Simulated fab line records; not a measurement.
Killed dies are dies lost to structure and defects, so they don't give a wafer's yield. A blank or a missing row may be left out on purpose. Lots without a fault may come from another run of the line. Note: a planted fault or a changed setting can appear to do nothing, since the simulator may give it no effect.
fab line records	flow n5Finfet
record lots=24	wafers=72	lastDay=18
route steps=1938 shown BEOL_M8@1353
lots that met no fault: from a run of the same line without faults
startH: hours from the record's first day to the start of the lot's first wafer shown	waitH: time in hours since the lot's previous step	" same as the row above	L1.1+2: a single row standing in for several wafers	- no value, or no start given	* or withheld: withheld	< > ~ a bound
route shown NAME@n: NAME is a module with steps in the file, n the number in the route of the first one	usual: average and standard deviation across the fault-free wafers	same: alike in all rows	chamber/n: place in a boat	sites: per-site readings	_std_site: the values' standard deviation	_edge_site: the outer-site mean with the inner-site mean subtracted	radiusMm: for every site, how far away it sits from the centre of the wafer	mask NAME#n: copy n	behind: the last tool/chamber to shape the wafer	hold: what put the lot on hold/how long, in hours/how the hold closed	device: the n, p or np transistor that did not switch	end of line: at the end of the route, the tests of the same wafers	a step with no rows: only its recipe	killed: count of dies lost to structure and defects at first sort (not the wafer's yield)	map: a wafer's dies, x killed, . not, _ none there
set.NAME: the setting the step ran with; set.NAME@STEP: the setting that earlier step ran with	model.NAME: the simulator's own value behind a step, which no gauge read
steps of the route over a sample of lots; a table a step, a row a wafer
services: from which hour (startH, from the record's first day; less than 0 if before it) a tool's chamber was out of use, for how many hours, and why
## steps
# step N5_BEOL_M8_HM_OPEN_17
# recipe chemistry=Cl2/BCl3	targetDepthA=200	overetchA=60	target=TiN	maskMaterial=SOC	ionEnergyEv=150	pressureMtorr=10	icpW=1000	biasW=126	Cl2_flow_sccm=53.25	bcl3FlowSccm=21.75	Ar_flow_sccm=25
# usual drypumpMotorCurrentA=5.6/0.45	oesProductAu=0.68/0.062	throttleValvePct=22.23/0.23
lot.wafer	tool	chamber	startH	waitH	drypumpMotorCurrentA	oesProductAu	rfHoursCounterH	throttleValvePct
L074.1	rieMetal-01	1	201.21	0.0	5.7	0.59	83	22.37
L074.4	"	0	"	"	5.2	0.82	-	22.43
L074.5	"	1	"	"	5.8	0.59	-	22.39
L075.2	rieMetal-03	1	201.77	0.0	6.0	0.73	24	22.47
L075.3	"	0	"	"	5.5	0.63	-	22.33
L075.6	"	0	"	"	5.5	0.63	-	22.32
L076.2	rieMetal-01	1	213.14	0.0	5.8	0.58	84	22.39
L076.4	"	0	"	"	5.1	0.81	-	22.43
L076.6	"	0	"	"	5.1	0.80	-	22.44
L077.2	rieMetal-02	1	213.41	0.0	6.3	0.71	24	21.94
L077.3	"	1	"	"	6.4	0.71	-	21.95
L077.5	"	1	"	"	6.3	0.71	-	21.94
L078.2	rieMetal-01	0	223.12	0.0	5.2	0.79	5	22.45
L078.3	"	0	"	"	5.2	0.79	-	22.45
L078.4	"	1	"	"	5.8	0.59	-	22.38
L080.2	rieMetal-02	1	242.05	0.0	6.3	0.70	27	21.97
L080.3	"	1	"	"	6.3	0.70	-	21.95
L080.4	"	0	"	"	5.2	0.71	-	21.96
L081.3	rieMetal-02	0	242.39	0.1	5.2	0.71	-	21.98
L081.4	"	1	"	"	6.3	0.70	-	21.96
L081.6	"	1	"	"	6.3	0.70	-	21.96
L079.1	rieMetal-02	1	245.21	0.0	6.3	0.70	27	21.97
L079.2	"	0	"	"	5.1	0.72	23	21.96
L079.5	"	0	"	"	5.1	0.72	-	21.96
L082.1	rieMetal-03	1	246.29	0.0	6.0	0.70	29	22.48
L082.5	"	1	"	"	6.0	0.70	-	22.49
L082.6	"	0	"	"	5.5	0.63	-	22.32
L083.2	rieMetal-03	0	251.12	0.0	5.5	0.62	59	22.32
L083.4	"	0	"	"	5.5	0.62	-	22.32
L083.5	"	1	"	"	6.0	0.70	-	22.50
L084.1	rieMetal-03	0	262.08	0.0	5.5	0.63	61	22.34
L084.5	"	0	"	"	5.5	0.62	-	22.33
L084.6	"	1	"	"	6.0	0.70	-	22.50
L086.1	rieMetal-02	0	277.68	0.0	5.2	0.70	25	21.97
L086.5	"	0	"	"	5.2	0.71	-	21.96
L086.6	"	0	"	"	5.2	0.71	-	21.97
L085.2	rieMetal-01	0	279.98	0.0	5.2	0.75	9	22.47
L085.3	"	0	"	"	5.1	0.75	-	22.46
L085.4	"	1	"	"	5.7	0.57	-	22.41
L089.1	rieMetal-03	0	285.36	0.0	5.5	0.62	63	22.34
L089.2	"	1	"	"	6.0	0.69	33	22.52
L089.3	"	0	"	"	5.5	0.62	-	22.34
L087.2	rieMetal-02	1	289.46	0.0	6.3	0.69	31	21.97
L087.4	"	0	"	"	5.1	0.71	-	21.96
L087.6	"	0	"	"	5.1	0.71	-	21.97
L088.1	rieMetal-02	1	290.06	0.0	6.3	0.68	31	21.98
L088.3	"	0	"	"	5.1	0.71	-	21.99
L088.5	"	1	"	"	6.3	0.68	-	21.98
L090.2	rieMetal-01	1	304.01	0.0	5.7	0.56	95	22.39
L090.3	"	0	"	"	5.2	0.76	-	22.46
L090.4	"	1	"	"	5.8	0.56	-	22.41
L093.1	rieMetal-01	0	307.76	0.0	5.2	0.77	12	22.43
L093.2	"	1	"	"	5.7	0.57	96	22.40
L093.5	"	1	"	"	5.7	0.57	-	22.42
L091.2	rieMetal-03	0	308.02	0.0	5.5	0.61	64	22.35
L091.3	"	1	"	"	6.0	0.67	-	22.52
L091.5	"	0	"	"	5.5	0.62	-	22.33
L092.2	rieMetal-02	1	313.78	0.0	6.3	0.68	33	21.97
L092.4	"	0	"	"	5.1	0.70	-	21.98
L092.6	"	1	"	"	6.3	0.68	-	21.98
L094.2	rieMetal-01	0	314.27	0.0	5.1	0.76	13	22.44
L094.3	"	0	"	"	5.1	0.75	-	22.46
L094.4	"	1	"	"	5.7	0.57	-	22.41
L097.2	rieMetal-03	0	338.47	0.0	5.5	0.61	68	22.33
L097.3	"	1	"	"	6.0	0.68	-	22.51
L097.5	"	0	"	"	5.5	0.61	-	22.33
L095.1	rieMetal-02	1	338.64	0.0	6.3	0.67	35	21.98
L095.3	"	1	"	"	6.3	0.67	-	21.99
L095.5	"	1	"	"	6.3	0.66	-	22.00
L096.1	rieMetal-02	0	342.05	0.0	5.2	0.69	31	21.97
L096.3	"	1	"	"	6.3	0.68	-	21.97
L096.5	"	1	"	"	6.3	0.67	-	21.98
# step N5_BEOL_M8_CD_MEAS_28
# recipe targetCdNm=40	landingEnergyEv=500	detector=seInlens
# usual cdNm=39.98/0.23
lot.wafer	tool	chamber	startH	waitH	cdNm
L074.1	cdSem-01	0	201.70	-	39.79
L074.4	"	0	"	"	39.99
L074.5	"	0	"	"	40.04
L075.2	cdSem-03	0	204.27	-	40.10
L075.3	"	0	"	"	39.93
L075.6	"	0	"	"	39.90
L077.2	cdSem-03	0	216.19	-	40.07
L077.3	"	0	"	"	40.34
L077.5	"	0	"	"	40.03
L076.2	cdSem-01	0	216.24	-	39.64
L076.4	"	0	"	"	39.73
L076.6	"	0	"	"	39.83
L078.2	cdSem-01	0	223.74	-	40.38
L078.3	"	0	"	"	40.35
L078.4	"	0	"	"	39.97
L081.3	cdSem-03	0	243.54	-	40.07
L081.4	"	0	"	"	40.08
L081.6	"	0	"	"	40.17
L080.2	cdSem-01	0	243.68	-	39.73
L080.3	"	0	"	"	40.16
L080.4	"	0	"	"	40.19
L079.1	cdSem-03	0	245.70	-	40.23
L079.2	"	0	"	"	40.06
L079.5	"	0	"	"	40.28
L082.1	cdSem-01	0	246.82	-	40.18
L082.5	"	0	"	"	40.24
L082.6	"	0	"	"	40.08
L083.2	cdSem-01	0	253.18	-	40.51
L083.4	"	0	"	"	39.49
L083.5	"	0	"	"	39.75
L084.1	cdSem-01	0	263.11	-	39.89
L084.5	"	0	"	"	39.90
L084.6	"	0	"	"	39.99
L086.1	cdSem-03	0	278.83	-	39.59
L086.5	"	0	"	"	39.77
L086.6	"	0	"	"	39.63
L085.2	cdSem-03	0	281.55	-	39.98
L085.3	"	0	"	"	39.84
L085.4	"	0	"	"	39.63
L089.1	cdSem-02	0	288.67	-	39.48
L089.2	"	0	"	"	39.85
L089.3	"	0	"	"	39.76
L087.2	cdSem-03	0	290.62	-	40.05
L087.4	"	0	"	"	39.95
L087.6	"	0	"	"	39.31
L088.1	cdSem-02	0	290.79	-	40.11
L088.3	"	0	"	"	39.61
L088.5	"	0	"	"	40.09
L090.2	cdSem-03	0	304.64	-	39.89
L090.3	"	0	"	"	39.79
L090.4	"	0	"	"	40.15
L093.1	cdSem-03	0	308.43	-	39.76
L093.2	"	0	"	"	40.06
L093.5	"	0	"	"	39.74
L091.2	cdSem-01	0	308.64	-	40.07
L091.3	"	0	"	"	39.89
L091.5	"	0	"	"	39.96
L092.2	cdSem-03	0	314.38	-	39.68
L092.4	"	0	"	"	40.45
L092.6	"	0	"	"	39.84
L094.2	cdSem-01	0	317.91	-	40.34
L094.3	"	0	"	"	39.77
L094.4	"	0	"	"	40.03
L095.1	cdSem-01	0	340.46	-	39.63
L095.3	"	0	"	"	40.04
L095.5	"	0	"	"	39.95
L097.2	cdSem-03	0	340.89	-	39.77
L097.3	"	0	"	"	39.74
L097.5	"	0	"	"	39.84
L096.1	cdSem-02	0	342.88	-	40.13
L096.3	"	0	"	"	40.01
L096.5	"	0	"	"	40.52
# step N5_BEOL_M8_OCD_MEAS_38
# usual trenchDepthNm=93.7/0.99
lot.wafer	tool	chamber	startH	waitH	trenchDepthNm
L074.1	ocd-02	-	202.27	-	94.8
L074.4	"	-	"	"	93.4
L074.5	"	-	"	"	92.8
L075.2	ocd-01	-	204.82	-	93.3
L075.3	"	-	"	"	92.1
L075.6	"	-	"	"	93.7
L077.2	ocd-01	-	216.93	-	93.7
L077.3	"	-	"	"	93.2
L077.5	"	-	"	"	93.4
L076.2	ocd-02	-	217.00	-	94.3
L076.4	"	-	"	"	94.3
L076.6	"	-	"	"	92.6
L078.2	ocd-01	-	224.29	-	92.9
L078.3	"	-	"	"	93.4
L078.4	"	-	"	"	94.9
L081.3	ocd-02	-	244.10	-	92.4
L081.4	"	-	"	"	91.6
L081.6	"	-	"	"	92.0
L080.2	ocd-01	-	244.28	-	93.2
L080.3	"	-	"	"	95.3
L080.4	"	-	"	"	95.4
L079.1	ocd-01	-	246.47	-	93.4
L079.2	"	-	"	"	94.9
L079.5	"	-	"	"	91.4
L082.1	ocd-01	-	247.66	-	92.8
L082.5	"	-	"	"	94.8
L082.6	"	-	"	"	94.0
L083.2	ocd-01	-	253.73	-	92.9
L083.4	"	-	"	"	94.6
L083.5	"	-	"	"	94.3
L084.1	ocd-01	-	263.67	-	94.8
L084.5	"	-	"	"	93.3
L084.6	"	-	"	"	94.1
L086.1	ocd-02	-	279.55	-	92.4
L086.5	"	-	"	"	93.3
L086.6	"	-	"	"	93.3
L085.2	ocd-01	-	282.11	-	95.5
L085.3	"	-	"	"	93.0
L085.4	"	-	"	"	93.4
L089.1	ocd-01	-	289.27	-	93.5
L089.2	"	-	"	"	92.8
L089.3	"	-	"	"	91.5
L087.2	ocd-01	-	291.17	-	93.7
L087.4	"	-	"	"	93.5
L087.6	"	-	"	"	92.9
L088.1	ocd-01	-	291.49	-	94.4
L088.3	"	-	"	"	93.0
L088.5	"	-	"	"	93.5
L090.2	ocd-02	-	305.19	-	95.5
L090.3	"	-	"	"	95.4
L090.4	"	-	"	"	95.2
L093.1	ocd-01	-	308.98	-	94.9
L093.2	"	-	"	"	93.2
L093.5	"	-	"	"	93.0
L091.2	ocd-01	-	309.24	-	95.2
L091.3	"	-	"	"	95.1
L091.5	"	-	"	"	93.8
L092.2	ocd-02	-	315.20	-	93.3
L092.4	"	-	"	"	93.9
L092.6	"	-	"	"	93.8
L094.2	ocd-02	-	318.58	-	93.6
L094.3	"	-	"	"	93.6
L094.4	"	-	"	"	95.1
L095.1	ocd-01	-	341.01	-	92.2
L095.3	"	-	"	"	92.7
L095.5	"	-	"	"	93.1
L097.2	ocd-01	-	341.44	-	93.5
L097.3	"	-	"	"	92.6
L097.5	"	-	"	"	93.5
L096.1	ocd-02	-	343.43	-	92.1
L096.3	"	-	"	"	94.7
L096.5	"	-	"	"	93.6
# step N5_BEOL_M8_PRE_CLEAN_45
# recipe gas=H2/He	timeS=30	tempC=250
# usual heaterPowerW=335/35
lot.wafer	tool	chamber	startH	waitH	heaterPowerW
L074.1	pvdSputter-01	-	203.19	0.0	337
L074.4	"	-	"	"	341
L074.5	"	-	"	"	338
L075.2	pvdSputter-02	-	205.79	0.0	325
L075.3	"	-	"	"	299
L075.6	"	-	"	"	330
L077.2	pvdSputter-01	-	218.35	0.0	326
L077.3	"	-	"	"	343
L077.5	"	-	"	"	320
L076.2	pvdSputter-01	-	219.26	0.0	346
L076.4	"	-	"	"	298
L076.6	"	-	"	"	293
L078.2	pvdSputter-01	-	225.39	0.0	350
L078.3	"	-	"	"	330
L078.4	"	-	"	"	328
L081.3	pvdSputter-01	-	244.71	0.0	333
L081.4	"	-	"	"	330
L081.6	"	-	"	"	329
L080.2	pvdSputter-02	-	244.95	0.0	307
L080.3	"	-	"	"	334
L080.4	"	-	"	"	362
L079.1	pvdSputter-02	-	247.11	0.0	328
L079.2	"	-	"	"	303
L079.5	"	-	"	"	315
L082.1	pvdSputter-01	-	249.66	0.0	350
L082.5	"	-	"	"	347
L082.6	"	-	"	"	322
L083.2	pvdSputter-01	-	254.66	0.0	342
L083.4	"	-	"	"	294
L083.5	"	-	"	"	292
L084.1	pvdSputter-03	-	264.28	0.0	398
L084.5	"	-	"	"	344
L084.6	"	-	"	"	296
L086.1	pvdSputter-03	-	280.58	0.0	400
L086.5	"	-	"	"	392
L086.6	"	-	"	"	337
L085.2	pvdSputter-03	-	284.36	0.0	388
L085.3	"	-	"	"	389
L085.4	"	-	"	"	294
L089.1	pvdSputter-03	-	291.13	0.0	340
L089.2	"	-	"	"	300
L089.3	"	-	"	"	397
L087.2	pvdSputter-02	-	292.18	0.0	295
L087.4	"	-	"	"	305
L087.6	"	-	"	"	327
L088.1	pvdSputter-02	-	293.06	0.0	294
L088.3	"	-	"	"	337
L088.5	"	-	"	"	292
L090.2	pvdSputter-03	-	306.20	0.0	397
L090.3	"	-	"	"	293
L090.4	"	-	"	"	392
L093.1	pvdSputter-03	-	309.99	0.0	335
L093.2	"	-	"	"	295
L093.5	"	-	"	"	387
L091.2	pvdSputter-03	-	310.07	0.0	406
L091.3	"	-	"	"	298
L091.5	"	-	"	"	391
L092.2	pvdSputter-01	-	315.82	0.0	327
L092.4	"	-	"	"	344
L092.6	"	-	"	"	333
L094.2	pvdSputter-01	-	319.18	0.0	303
L094.3	"	-	"	"	336
L094.4	"	-	"	"	336
L095.1	pvdSputter-01	-	342.01	0.0	341
L095.3	"	-	"	"	329
L095.5	"	-	"	"	285
L097.2	pvdSputter-03	-	343.19	0.0	399
L097.3	"	-	"	"	327
L097.5	"	-	"	"	290
L096.1	pvdSputter-02	-	344.20	0.0	302
L096.3	"	-	"	"	363
L096.5	"	-	"	"	333
# step N5_BEOL_M8_ANNEAL_51
# recipe tempC=225	timeS=90	ambient=N2
# usual wafer_temp_C_max=225.88/0.26
lot.wafer	tool	chamber	startH	waitH	wafer_temp_C_max
L074.1	rtpAnneal-02	0	204.86	0.1	225.75
L074.4	"	0	"	"	226.31
L074.5	"	0	"	"	226.09
L075.2	rtpAnneal-02	0	206.70	0.2	225.91
L075.3	"	0	"	"	225.80
L075.6	"	0	"	"	225.63
L077.2	rtpAnneal-02	0	220.81	1.8	225.89
L077.3	"	0	"	"	226.02
L077.5	"	0	"	"	226.41
L076.2	rtpAnneal-02	0	222.35	0.1	225.85
L076.4	"	0	"	"	225.85
L076.6	"	0	"	"	225.61
L078.2	rtpAnneal-02	0	226.70	0.5	225.99
L078.3	"	0	"	"	225.85
L078.4	"	0	"	"	225.85
L081.3	rtpAnneal-02	0	246.48	0.7	225.86
L081.4	"	0	"	"	226.04
L081.6	"	0	"	"	225.85
L080.2	rtpAnneal-02	0	247.07	1.1	225.70
L080.3	"	0	"	"	226.01
L080.4	"	0	"	"	225.62
L079.1	rtpAnneal-02	0	249.00	0.9	226.47
L079.2	"	0	"	"	226.12
L079.5	"	0	"	"	226.03
L082.1	rtpAnneal-02	0	250.53	0.1	225.69
L082.5	"	0	"	"	225.94
L082.6	"	0	"	"	225.79
L083.2	rtpAnneal-01	0	255.73	0.1	225.97
L083.4	"	0	"	"	225.47
L083.5	"	0	"	"	226.09
L084.1	rtpAnneal-01	0	265.22	0.2	225.53
L084.5	"	0	"	"	225.48
L084.6	"	0	"	"	225.41
L086.1	rtpAnneal-02	0	281.69	0.1	225.67
L086.5	"	0	"	"	225.73
L086.6	"	0	"	"	225.96
L085.2	rtpAnneal-02	0	285.80	0.6	225.57
L085.3	"	0	"	"	225.82
L085.4	"	0	"	"	225.74
L089.1	rtpAnneal-02	0	292.44	0.1	225.76
L089.2	"	0	"	"	226.06
L089.3	"	0	"	"	226.19
L087.2	rtpAnneal-01	0	293.54	0.1	225.64
L087.4	"	0	"	"	225.82
L087.6	"	0	"	"	225.59
L088.1	rtpAnneal-02	0	294.38	0.1	226.22
L088.3	"	0	"	"	226.11
L088.5	"	0	"	"	226.26
L090.2	rtpAnneal-02	0	307.10	0.1	225.68
L090.3	"	0	"	"	226.24
L090.4	"	0	"	"	225.98
L093.1	rtpAnneal-02	0	311.23	0.1	226.30
L093.2	"	0	"	"	226.04
L093.5	"	0	"	"	225.85
L091.2	rtpAnneal-01	0	312.34	0.1	225.58
L091.3	"	0	"	"	225.56
L091.5	"	0	"	"	225.37
L092.2	rtpAnneal-02	0	318.94	0.2	226.14
L092.4	"	0	"	"	225.94
L092.6	"	0	"	"	225.75
L094.2	rtpAnneal-02	0	320.61	0.4	226.16
L094.3	"	0	"	"	225.96
L094.4	"	0	"	"	226.05
L095.1	rtpAnneal-02	0	344.01	1.0	225.67
L095.3	"	0	"	"	226.47
L095.5	"	0	"	"	226.12
L097.2	rtpAnneal-01	0	344.95	0.8	225.44
L097.3	"	0	"	"	225.71
L097.5	"	0	"	"	225.79
L096.1	rtpAnneal-02	0	345.27	0.2	225.87
L096.3	"	0	"	"	226.34
L096.5	"	0	"	"	225.96
# step N5_BEOL_M8_RS_MEAS_57
# recipe thkMeasGauge=four-point-probe	reads=Cu_of_BEOL_M8_ECD_50+Co_of_BEOL_M8_CVD_78+TaN_of_BEOL_M8_ALD_77
# usual M8_RS=0.283/0.0054
lot.wafer	tool	chamber	startH	waitH	M8_RS[ohm/sq]
L074.1	filmMetro-01	-	205.60	0.1	0.284
L074.4	"	-	"	"	0.288
L074.5	"	-	"	"	0.293
L075.2	filmMetro-01	-	207.41	0.1	0.287
L075.3	"	-	"	"	0.288
L075.6	"	-	"	"	0.284
L077.2	filmMetro-01	-	221.52	0.1	0.284
L077.3	"	-	"	"	0.285
L077.5	"	-	"	"	0.289
L076.2	filmMetro-02	-	223.03	0.1	0.283
L076.4	"	-	"	"	0.280
L076.6	"	-	"	"	0.286
L078.2	filmMetro-02	-	227.41	0.1	0.289
L078.3	"	-	"	"	0.282
L078.4	"	-	"	"	0.278
L081.3	filmMetro-01	-	247.12	0.1	0.290
L081.4	"	-	"	"	0.295
L081.6	"	-	"	"	0.289
L080.2	filmMetro-02	-	247.75	0.1	0.282
L080.3	"	-	"	"	0.280
L080.4	"	-	"	"	0.270
L079.1	filmMetro-02	-	249.74	0.1	0.287
L079.2	"	-	"	"	0.282
L079.5	"	-	"	"	0.296
L082.1	filmMetro-01	-	251.25	0.1	0.287
L082.5	"	-	"	"	0.283
L082.6	"	-	"	"	0.281
L083.2	filmMetro-02	-	256.43	0.1	0.287
L083.4	"	-	"	"	0.289
L083.5	"	-	"	"	0.278
L084.1	filmMetro-01	-	265.95	0.1	0.278
L084.5	"	-	"	"	0.287
L084.6	"	-	"	"	0.281
L086.1	filmMetro-01	-	282.68	0.1	0.291
L086.5	"	-	"	"	0.285
L086.6	"	-	"	"	0.286
L085.2	filmMetro-01	-	286.48	0.1	0.280
L085.3	"	-	"	"	0.277
L085.4	"	-	"	"	0.288
L089.1	filmMetro-02	-	293.16	0.1	0.278
L089.2	"	-	"	"	0.277
L089.3	"	-	"	"	0.281
L087.2	filmMetro-02	-	294.22	0.1	0.285
L087.4	"	-	"	"	0.289
L087.6	"	-	"	"	0.293
L088.1	filmMetro-01	-	295.11	0.1	0.277
L088.3	"	-	"	"	0.282
L088.5	"	-	"	"	0.283
L090.2	filmMetro-01	-	307.78	0.1	0.286
L090.3	"	-	"	"	0.277
L090.4	"	-	"	"	0.275
L093.1	filmMetro-01	-	311.95	0.1	0.285
L093.2	"	-	"	"	0.286
L093.5	"	-	"	"	0.291
L091.2	filmMetro-01	-	313.03	0.1	0.274
L091.3	"	-	"	"	0.279
L091.5	"	-	"	"	0.282
L092.2	filmMetro-01	-	319.62	0.1	0.286
L092.4	"	-	"	"	0.287
L092.6	"	-	"	"	0.286
L094.2	filmMetro-02	-	321.30	0.1	0.282
L094.3	"	-	"	"	0.276
L094.4	"	-	"	"	0.274
L095.1	filmMetro-01	-	345.00	0.1	0.288
L095.3	"	-	"	"	0.280
L095.5	"	-	"	"	0.291
L097.2	filmMetro-02	-	345.63	0.1	0.283
L097.3	"	-	"	"	0.277
L097.5	"	-	"	"	0.286
L096.1	filmMetro-02	-	346.14	0.1	0.283
L096.3	"	-	"	"	0.280
L096.5	"	-	"	"	0.280
## services
tool	chamber	startH	hours	kind
rieMetal-02	1	187.87	1.7	repair
rieMetal-03	0	215.64	3.2	repair
rieMetal-02	0	223.35	4.1	repair
rieMetal-03	0	224.56	9.9	repair
rieMetal-02	0	258.04	13.5	repair
rieMetal-01	0	262.30	15.0	repair
rieMetal-02	1	266.37	16.0	repair
rieMetal-03	-	271.82	0.6	repair
pvdSputter-01	-	281.97	1.4	repair
rieMetal-02	-	290.29	1.9	repair
pvdSputter-01	-	327.03	2.4	repair
## key
fault none
